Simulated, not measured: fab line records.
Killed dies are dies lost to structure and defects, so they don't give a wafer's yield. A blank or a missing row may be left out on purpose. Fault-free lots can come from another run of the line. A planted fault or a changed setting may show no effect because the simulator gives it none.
Which tool did it? -- flow n5-finfet -- 18 lots, 54 wafers sampled, at 4 steps of a route of 1938

## WHAT THE GAUGES SHOWED, per wafer
N5_BEOL_M11_OVL_MEAS_12. Usual: M11_OVL typically reads 0.7 nm, with standard deviation 0.83.
lot,measured,on,M11_OVL (nm),flag
L074,day 11 02:16,overlay-02,0.6 -0.2 0.3,
L076,day 11 13:02,overlay-02,0.4 0.4 0.5,
L077,day 11 16:47,overlay-01,1.3 2.3 1.5,
L081,day 11 23:41,overlay-02,0.5 0.3 0.4,
L080,day 12 07:40,overlay-01,0.0 0.6 -0.2,
L079,day 12 05:37,overlay-02,2.3 1.5 1.0,
L083,day 12 08:02,overlay-01,2.0 1.9 1.9,
L082,day 12 11:32,overlay-01,1.0 1.4 0.9,
L084,day 13 06:59,overlay-01,1.6 1.7 1.0,
L085,day 13 07:30,overlay-02,1.3 1.8 1.0,
L086,day 13 21:43,overlay-01,0.9 0.2 0.5,
L088,day 13 22:24,overlay-01,1.5 1.2 1.5,
L092,day 14 19:34,overlay-01,-0.1 0.2 0.4,
L087,day 14 19:20,overlay-02,0.4 -0.8 -1.0,
L091,day 15 01:17,overlay-02,-0.4 0.1 0.2,
L090,day 15 01:07,overlay-01,1.6 1.7 2.3,
L094,day 15 01:56,overlay-02,0.6 1.4 0.8,
L095,day 16 13:02,overlay-01,-0.6 -1.0 -1.0,

## WHAT TOOL EACH LOT RAN ON (gives the tool, then ch and the chambers of the sampled wafers, and finally the start)
lot,N5_BEOL_M10_HM_DEP_02,N5_BEOL_M10_STRIP_67,N5_BEOL_M10_ETCH_65
L074,"pvd-sputter-02, day 10 18:44","rie-diel-06 ch 0,3, day 10 19:36","rie-diel-03 ch 1,3, day 10 21:13"
L076,"pvd-sputter-03, day 11 01:46","rie-diel-03 ch 0,1,3, day 11 02:36","rie-diel-03 ch 0,1,3, day 11 05:23"
L077,"pvd-sputter-01, day 11 09:10","rie-diel-06 ch 0,1,3, day 11 09:59","rie-diel-01 ch 0,1,2, day 11 11:59"
L081,"pvd-sputter-01, day 11 16:07","rie-diel-03 ch 0,2,3, day 11 16:59","rie-diel-03 ch 0,2,3, day 11 18:22"
L080,"pvd-sputter-02, day 11 22:41","rie-diel-01 ch 0,2, day 11 23:30","rie-diel-06 ch 2,3, day 12 00:23"
L079,"pvd-sputter-02, day 11 22:59","rie-diel-03 ch 0,1,3, day 11 23:48","rie-diel-06 ch 0,1, day 12 00:50"
L083,"pvd-sputter-02, day 11 23:05","rie-diel-06 ch 1,2,3, day 11 23:58","rie-diel-01 ch 0,1,2, day 12 01:04"
L082,"pvd-sputter-01, day 12 03:59","rie-diel-01 ch 1,2, day 12 04:49","rie-diel-01 ch 0,1,2, day 12 06:53"
L084,"pvd-sputter-03, day 12 20:15","rie-diel-01 ch 1,2, day 12 21:50","rie-diel-03 ch 0,1,3, day 12 22:53"
L085,"pvd-sputter-02, day 12 23:07","rie-diel-03 ch 0,2,3, day 12 23:48","rie-diel-06 ch 1,2,3, day 13 00:38"
L086,"pvd-sputter-01, day 13 12:04","rie-diel-03 ch 0,3, day 13 12:53","rie-diel-03 ch 1,2, day 13 13:50"
L088,"pvd-sputter-01, day 13 15:24","rie-diel-06 ch 0,1,3, day 13 16:13","rie-diel-01 ch 1,3, day 13 17:11"
L092,"pvd-sputter-02, day 14 07:19","rie-diel-01 ch 0,1, day 14 08:08","rie-diel-06 ch 1,2,3, day 14 13:20"
L087,"pvd-sputter-02, day 14 07:25","rie-diel-03 ch 1,2, day 14 08:21","rie-diel-03 ch 0,1,2, day 14 13:12"
L091,"pvd-sputter-01, day 14 18:24","rie-diel-06 ch 1,2,3, day 14 19:06","rie-diel-01 ch 1,2, day 14 19:45"
L090,"pvd-sputter-01, day 14 18:30","rie-diel-06 ch 0,3, day 14 19:21","rie-diel-03 ch 0,2,3, day 14 20:18"
L094,"pvd-sputter-01, day 14 18:50","rie-diel-06 ch 0,1,3, day 14 19:40","rie-diel-01 ch 0,2, day 14 20:31"
L095,"pvd-sputter-03, day 16 04:05","rie-diel-01 ch 1,3, day 16 04:54","rie-diel-01 ch 0,1,2, day 16 05:57"
- N5_BEOL_M10_HM_DEP_02: deposits TiN, target thk 20 nm.
- N5_BEOL_M10_STRIP_67: strips in CF4.
- N5_BEOL_M10_ETCH_65: etches SiARC in CF4, target depth 39 nm, time 65 s.

## AS READ BY THE TOOLS THEMSELVES (means over the sampled wafers that have a number; for cases with no such wafer, the mark the record gives instead)
N5_BEOL_M10_HM_DEP_02. Usual: throttle-valve-pct 30.0 %, standard deviation 0.87.
lot,tool,throttle-valve-pct (%),flag
L074,pvd-sputter-02,30.0,
L076,pvd-sputter-03,31.1,
L077,pvd-sputter-01,29.2,
L081,pvd-sputter-01,30.3,
L080,pvd-sputter-02,30.2,
L079,pvd-sputter-02,30.0,
L083,pvd-sputter-02,30.0,
L082,pvd-sputter-01,29.8,
L084,pvd-sputter-03,31.3,
L085,pvd-sputter-02,30.4,
L086,pvd-sputter-01,29.9,
L088,pvd-sputter-01,29.4,
L092,pvd-sputter-02,30.0,
L087,pvd-sputter-02,29.8,
L091,pvd-sputter-01,29.7,
L090,pvd-sputter-01,29.6,
L094,pvd-sputter-01,29.7,
L095,pvd-sputter-03,31.3,

N5_BEOL_M10_STRIP_67. Usual: bias-power-w 74.99 W, standard deviation 0.26; cf4-flow-sccm 150.0 sccm, standard deviation 0.45; chamber-pressure-mTorr 50.01 mTorr, standard deviation 0.053; drypump-motor-current-A 5.9 A, standard deviation 0.42; oes-product-au 0.76 a.u., standard deviation 0.069; rf-vpp-V 271.1 V, standard deviation 1.2; showerhead-plenum-p-Torr 1.79 Torr, standard deviation 0.052; throttle-valve-pct 13.66 %, standard deviation 0.19.
lot,tool,bias-power-w (W),cf4-flow-sccm (sccm),chamber-pressure-mTorr (mTorr),drypump-motor-current-A (A),oes-product-au (a.u.),rf-vpp-V (V),showerhead-plenum-p-Torr (Torr),throttle-valve-pct (%),flag
L074,rie-diel-06,75.05,149.7,50.06,5.6,0.79,272.8,1.86,13.65,
L076,rie-diel-03,74.68,149.9,50.03,5.9,0.77,270.7,1.78,13.68,
L077,rie-diel-06,75.12,150.4,50.03,5.8,0.84,271.7,1.84,13.53,
L081,rie-diel-03,74.72,150.1,50.00,5.9,0.74,270.6,1.77,13.57,
L080,rie-diel-01,75.17,150.2,50.04,6.4,0.79,272.4,1.85,13.73,
L079,rie-diel-03,75.17,149.6,50.04,6.0,0.76,271.3,1.78,13.69,
L083,rie-diel-06,74.98,150.3,49.99,5.7,0.82,271.9,1.80,13.51,
L082,rie-diel-01,75.00,149.6,49.97,6.1,0.80,270.6,1.78,13.63,
L084,rie-diel-01,74.92,149.6,49.97,6.1,0.79,271.2,1.77,13.64,
L085,rie-diel-03,74.90,150.0,49.96,5.9,0.73,270.5,1.77,13.61,
L086,rie-diel-03,74.83,149.8,50.01,6.2,0.72,270.0,1.76,13.75,
L088,rie-diel-06,74.74,150.1,49.99,5.8,0.81,272.1,1.84,13.58,
L092,rie-diel-01,75.14,149.9,50.01,6.1,0.70,269.9,1.75,13.74,
L087,rie-diel-03,75.02,150.1,50.05,5.5,0.75,271.0,1.80,13.77,
L091,rie-diel-06,75.00,150.5,50.07,5.7,0.79,271.7,1.79,13.57,
L090,rie-diel-06,74.79,150.8,50.00,5.6,0.76,272.5,1.85,13.72,
L094,rie-diel-06,75.07,150.2,50.02,5.8,0.81,271.6,1.83,13.60,
L095,rie-diel-01,75.14,150.4,50.00,6.1,0.82,270.7,1.73,13.55,

N5_BEOL_M10_ETCH_65. Usual: cf4-flow-sccm 100.00 sccm, standard deviation 0.29; chamber-pressure-mTorr 40.00 mTorr, standard deviation 0.037; drypump-motor-current-A 5.9 A, standard deviation 0.42; etch-rf-on-time-s 65.9 s, standard deviation 2.3; oes-product-au 0.65 a.u., standard deviation 0.062; rf-vpp-V 184.0 V, standard deviation 0.99; showerhead-plenum-p-Torr 2.14 Torr, standard deviation 0.055; throttle-valve-pct 15.70 %, standard deviation 0.2.
lot,tool,cf4-flow-sccm (sccm),chamber-pressure-mTorr (mTorr),drypump-motor-current-A (A),etch-rf-on-time-s (s),oes-product-au (a.u.),rf-vpp-V (V),showerhead-plenum-p-Torr (Torr),throttle-valve-pct (%),flag
L074,rie-diel-03,99.94,40.00,5.7,65.6,0.69,184.3,2.14,15.65,
L076,rie-diel-03,100.14,40.04,6.0,64.7,0.66,183.8,2.13,15.71,
L077,rie-diel-01,100.09,40.01,6.2,67.7,0.65,183.3,2.14,15.71,
L081,rie-diel-03,100.14,40.01,5.9,65.8,0.63,182.7,2.11,15.60,
L080,rie-diel-06,99.76,39.99,5.4,67.8,0.62,184.3,2.13,15.63,
L079,rie-diel-06,100.23,39.98,6.2,63.4,0.75,184.6,2.21,15.57,
L083,rie-diel-01,99.77,40.00,6.2,67.6,0.64,184.6,2.14,15.71,
L082,rie-diel-01,99.86,40.00,6.2,67.4,0.64,184.8,2.14,15.73,
L084,rie-diel-03,100.06,40.02,5.9,64.1,0.65,183.3,2.12,15.75,
L085,rie-diel-06,100.07,40.01,5.7,67.0,0.68,184.3,2.16,15.60,
L086,rie-diel-03,99.51,39.99,5.4,67.2,0.61,184.1,2.13,15.63,
L088,rie-diel-01,100.18,40.01,6.1,63.5,0.73,183.7,2.08,15.58,
L092,rie-diel-06,100.03,40.00,5.7,67.0,0.67,184.1,2.15,15.61,
L087,rie-diel-03,100.03,39.98,5.6,65.1,0.61,184.0,2.13,15.82,
L091,rie-diel-01,100.16,40.02,6.1,65.9,0.66,184.1,2.12,15.72,
L090,rie-diel-03,99.87,40.00,5.9,65.8,0.61,184.2,2.10,15.65,
L094,rie-diel-01,100.08,39.98,6.3,68.7,0.63,184.5,2.19,15.80,
L095,rie-diel-01,100.34,39.98,6.2,68.1,0.62,183.7,2.13,15.79,

## THE ANSWER, worked out from the rows above alone
Rule: lot off if the mean of its wafers having a number is beyond 3 standard deviations from the usual mean. Also off: a lot with no number at a reading for which 4 or more lots have one. Any other lot the step has rows for is counted as sound. Order of review: gauges by route order, followed by the tools' own readings, for which a lot's mean as printed above is used. The first step at which some lot is off is used, and at that step the reading that is off furthest; a lot without a number counts as furthest.
None of the lots is off at any reading shown; this tells nothing.

## WHAT WAS PUT IN BY THE SIMULATOR
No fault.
